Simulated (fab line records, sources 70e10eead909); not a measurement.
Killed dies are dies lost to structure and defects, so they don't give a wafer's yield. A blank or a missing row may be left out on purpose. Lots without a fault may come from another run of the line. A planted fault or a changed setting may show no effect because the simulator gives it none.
Which tool did it? | flow nand_harc | 6 lots, 18 wafers sampled, at 5 steps of a route of 1302

WHAT THE GAUGES READ, wafer by wafer
NHARC_A_ONON_D2_THK_MEAS_14: measures by ellipsometry.
lot  | measured     | on            | thk_nm (nm)
L974 | day 13 13:32 | film_metro-02 | 1002 1003 1001
L978 | day 15 09:04 | film_metro-02 | 1603 1603 1603
L986 | day 18 07:38 | film_metro-01 | 1004 1003 1003
L984 | day 18 07:29 | film_metro-02 | 1002 1002 1002
L988 | day 19 12:55 | film_metro-01 | 1001 999 999
L993 | day 21 09:07 | film_metro-02 | 990 990 991

WHICH TOOL RAN EACH LOT (tool, then ch and the chambers of the sampled wafers, then the start)
lot  | NHARC_A_CHANNEL_HOLE_D1_ETCH_26  | NHARC_A_CHANNEL_FILL_D1_ALD_03                 | NHARC_A_CHANNEL_FILL_D1_ALD_16   | NHARC_A_ONON_D2_DEP_12
L974 | har_etch-01 ch 0,1, day 9 23:05  | ald_sin_batch-02 ch 0, day 10 14:41 or earlier | ald_hk-03 ch 0,1,2, day 10 14:41 | pecvd_onon-01 ch 0, day 13 13:01
L978 | har_etch-02 ch 0,1, day 11 17:40 | ald_sin_batch-03 ch 0, day 12 07:58 or earlier | ald_hk-01 ch 1,3, day 12 07:58   | pecvd_onon-02 ch 0, day 15 08:33
L986 | har_etch-02 ch 0,1, day 14 13:40 | ald_sin_batch-02 ch 0, day 15 03:59 or earlier | ald_hk-01 ch 0,1, day 15 03:59   | pecvd_onon-02 ch 0, day 18 07:07
L984 | har_etch-02 ch 0, day 14 17:52   | ald_sin_batch-02 ch 0, day 15 08:08 or earlier | ald_hk-03 ch 1,3, day 15 08:08   | pecvd_onon-04 ch 0, day 18 07:02
L988 | har_etch-01 ch 0,1, day 15 18:40 | ald_sin_batch-03 ch 0, day 16 10:08 or earlier | ald_hk-03 ch 2,3, day 16 10:08   | pecvd_onon-02 ch 0, day 19 12:24
L993 | har_etch-02 ch 0,1, day 17 17:19 | ald_sin_batch-01 ch 0, day 18 09:46 or earlier | ald_hk-02 ch 0,1,3, day 18 09:46 | pecvd_onon-02 ch 0, day 21 08:40
- NHARC_A_CHANNEL_HOLE_D1_ETCH_26: etches the open film in C4F8/O2/Ar, time 224.1 s, target depth 300 nm.
- NHARC_A_CHANNEL_FILL_D1_ALD_03: deposits SiNx, target thk 6 nm, pulse time 60 s, ald cycles 58.
- NHARC_A_CHANNEL_FILL_D1_ALD_16: deposits SiO2, target thk 1.5 nm, pulse time 10 s, ald cycles 15.
- NHARC_A_ONON_D2_DEP_12: target thk 1000 nm.

THE ANSWER, worked out from the rows above alone
Rule: what is usual is taken from the lots themselves. Put in order of their means at a reading, lots are off if they are a third of the lots or fewer, leave a main group of 4 or more, and stand apart from it by a gap of 3 or more times the standard deviation of the main group's means; of several such gaps the widest counts. A main group whose means are all the same, to the digits that the tables above print for the reading, isn't used. A lot without any number at a reading at which 4 lots or more have one is off too. The other lots that the step has rows for count as sound.
Off: L978, at NHARC_A_ONON_D2_THK_MEAS_14 (thk_nm). The main group: mean 999 nm, standard deviation 4.7.
A tool fits if, at a process step before that reading, it ran every lot that is off, and no sound lot after the first of them. The gauges at NHARC_A_ONON_D2_THK_MEAS_14 are tried like those tools. NHARC_A_CHANNEL_FILL_D1_ALD_03 gives no start for some lots, so the hours and the order of its lots are those of NHARC_A_CHANNEL_FILL_D1_ALD_16. None of those tried fits.

WHAT THE SIMULATOR HAD PUT IN
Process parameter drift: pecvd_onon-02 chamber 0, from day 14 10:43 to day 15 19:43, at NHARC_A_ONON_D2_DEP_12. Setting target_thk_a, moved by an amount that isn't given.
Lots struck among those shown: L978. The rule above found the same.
